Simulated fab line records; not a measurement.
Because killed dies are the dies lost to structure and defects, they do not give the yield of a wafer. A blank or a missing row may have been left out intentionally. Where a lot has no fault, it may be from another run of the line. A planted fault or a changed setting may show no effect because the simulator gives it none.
What tool caused it? + flow nand_harc + Sampling: 15 lots, 45 wafers, 3 of 1302 route steps

== WHAT THE GAUGES SHOWED, per wafer ==
NHARC_A_SOURCE_PLATE_INSPECT_08. Usual: raw_defect_count 57, standard deviation 21.
| lot  | measured     | on                | raw_defect_count | flag |
|------|--------------|-------------------|------------------|------|
| L700 | day 8 12:27  | defect_inspect-02 | 59 38 72         |      |
| L701 | day 8 12:27  | defect_inspect-01 | 57 80 52         |      |
| L703 | day 9 11:10  | defect_inspect-02 | 109 73 59        |      |
| L704 | day 9 19:13  | defect_inspect-02 | 49 21 69         |      |
| L705 | day 10 03:52 | defect_inspect-02 | 32 28 71         |      |
| L707 | day 10 18:41 | defect_inspect-01 | 51 84 67         |      |
| L708 | day 11 09:03 | defect_inspect-02 | 33 45 32         |      |
| L709 | day 11 17:59 | defect_inspect-01 | 68 58 27         |      |
| L711 | day 12 10:54 | defect_inspect-02 | 54 21 31         |      |
| L716 | day 15 02:43 | defect_inspect-02 | 61 45 59         |      |
| L717 | day 15 08:35 | defect_inspect-01 | 80 91 89         |      |
| L718 | day 15 13:56 | defect_inspect-01 | 32 33 47         |      |
| L719 | day 15 23:50 | defect_inspect-01 | 60 56 39         |      |
| L722 | day 17 03:45 | defect_inspect-02 | 67 36 83         |      |
| L721 | day 18 07:29 | defect_inspect-01 | 30 53 57         |      |

NHARC_END_SORT_01. Usual: killed_at_array 58, standard deviation 15; killed_at_other 0.8, standard deviation 1.2; killed_at_periphery 3.5, standard deviation 2.5; killed_dies 62, standard deviation 15; killed_open 3.2, standard deviation 1.7; killed_short 2.4, standard deviation 1.5.
| lot  | measured     | on        | killed_at_array | killed_at_other | killed_at_periphery | killed_dies | killed_open | killed_short | flag |
|------|--------------|-----------|-----------------|-----------------|---------------------|-------------|-------------|--------------|------|
| L707 | day 28 04:44 | prober-02 | 670 671 671     | 4 4 2           | 3 2 4               | 677 677 677 | 3 4 3       | 3 4 5        | OFF  |
| L708 | day 27 15:46 | prober-01 | 666 673 672     | 0 0 0           | 11 4 5              | 677 677 677 | 7 3 5       | 4 3 1        | OFF  |
| L709 | day 28 07:02 | prober-01 | 672 668 670     | 1 1 0           | 4 8 7               | 677 677 677 | 2 2 2       | 2 2 2        | OFF  |

== TOOL THAT RAN EACH LOT (tool first, then ch and the chambers of the sampled wafers, then the start) ==
| lot  | NHARC_A_ONON_D1_DEP_09           |
|------|----------------------------------|
| L700 | pecvd_onon-01 ch 0, day 8 14:17  |
| L701 | pecvd_onon-03 ch 0, day 8 14:17  |
| L703 | pecvd_onon-01 ch 0, day 9 12:56  |
| L704 | pecvd_onon-01 ch 0, day 9 21:00  |
| L705 | pecvd_onon-02 ch 0, day 10 05:38 |
| L707 | pecvd_onon-01, day 10 20:32      |
| L708 | pecvd_onon-03, day 11 10:52      |
| L709 | pecvd_onon-03, day 11 19:45      |
| L711 | pecvd_onon-03 ch 0, day 12 12:48 |
| L716 | pecvd_onon-03 ch 0, day 15 04:29 |
| L717 | pecvd_onon-02 ch 0, day 15 10:20 |
| L718 | pecvd_onon-01 ch 0, day 15 15:46 |
| L719 | pecvd_onon-01 ch 0, day 16 01:44 |
| L722 | pecvd_onon-03 ch 0, day 17 05:38 |
| L721 | pecvd_onon-01 ch 0, day 18 09:43 |
- NHARC_A_ONON_D1_DEP_09: target thk 1000 nm.

== WHAT THE TOOLS THEMSELVES READ (means of the sampled wafers that have a number; where no wafer has one, the mark that the record gives instead) ==
NHARC_A_ONON_D1_DEP_09. Usual: n2_flow_sccm 2749 sccm, standard deviation 8.8; n2o_flow_sccm 1999 sccm, standard deviation 6.3.
| lot  | tool          | n2_flow_sccm (sccm) | n2o_flow_sccm (sccm) | flag |
|------|---------------|---------------------|----------------------|------|
| L700 | pecvd_onon-01 | 2761                | 2004                 |      |
| L701 | pecvd_onon-03 | 2752                | 1998                 |      |
| L703 | pecvd_onon-01 | 2741                | 1993                 |      |
| L704 | pecvd_onon-01 | 2758                | 2008                 |      |
| L705 | pecvd_onon-02 | 2753                | 2001                 |      |
| L707 | pecvd_onon-01 | -                   | -                    | OFF  |
| L708 | pecvd_onon-03 | -                   | -                    | OFF  |
| L709 | pecvd_onon-03 | -                   | -                    | OFF  |
| L711 | pecvd_onon-03 | 2745                | 2008                 |      |
| L716 | pecvd_onon-03 | 2749                | 2004                 |      |
| L717 | pecvd_onon-02 | 2759                | 2001                 |      |
| L718 | pecvd_onon-01 | 2744                | 1998                 |      |
| L719 | pecvd_onon-01 | 2750                | 1993                 |      |
| L722 | pecvd_onon-03 | 2748                | 1999                 |      |
| L721 | pecvd_onon-01 | 2761                | 2002                 |      |

== THE ANSWER, worked out from the rows above alone ==
Rule: a lot counts as off when the mean over its wafers that have a number is more than 3 standard deviations away from the usual mean. A lot without any number at a reading at which 4 lots or more have one is off too. The other lots that the step has rows for count as sound. The gauges are gone through in route order, then the tools' own readings, and for those a lot's mean is taken as printed above. The first step at which some lot is off is used, and at that step the reading that is off furthest; a lot without a number counts as furthest.
Off: L707, L708, L709, at NHARC_END_SORT_01 (killed_dies). Neither off nor sound, because the step has no rows for them: L700, L701, L703, L704, L705, L711, L716, L717, L718, L719, L722, L721.
If a tool, at a process step before that reading, ran all the lots that are off and no sound lot after the first of them, it fits. Not tried: the gauges at NHARC_END_SORT_01; whatever is off there is also off at NHARC_A_ONON_D1_DEP_09, on other tools, and gauge error can't account for it. Not one of the candidates tried fits.

== WHAT THE SIMULATOR HAD INSERTED ==
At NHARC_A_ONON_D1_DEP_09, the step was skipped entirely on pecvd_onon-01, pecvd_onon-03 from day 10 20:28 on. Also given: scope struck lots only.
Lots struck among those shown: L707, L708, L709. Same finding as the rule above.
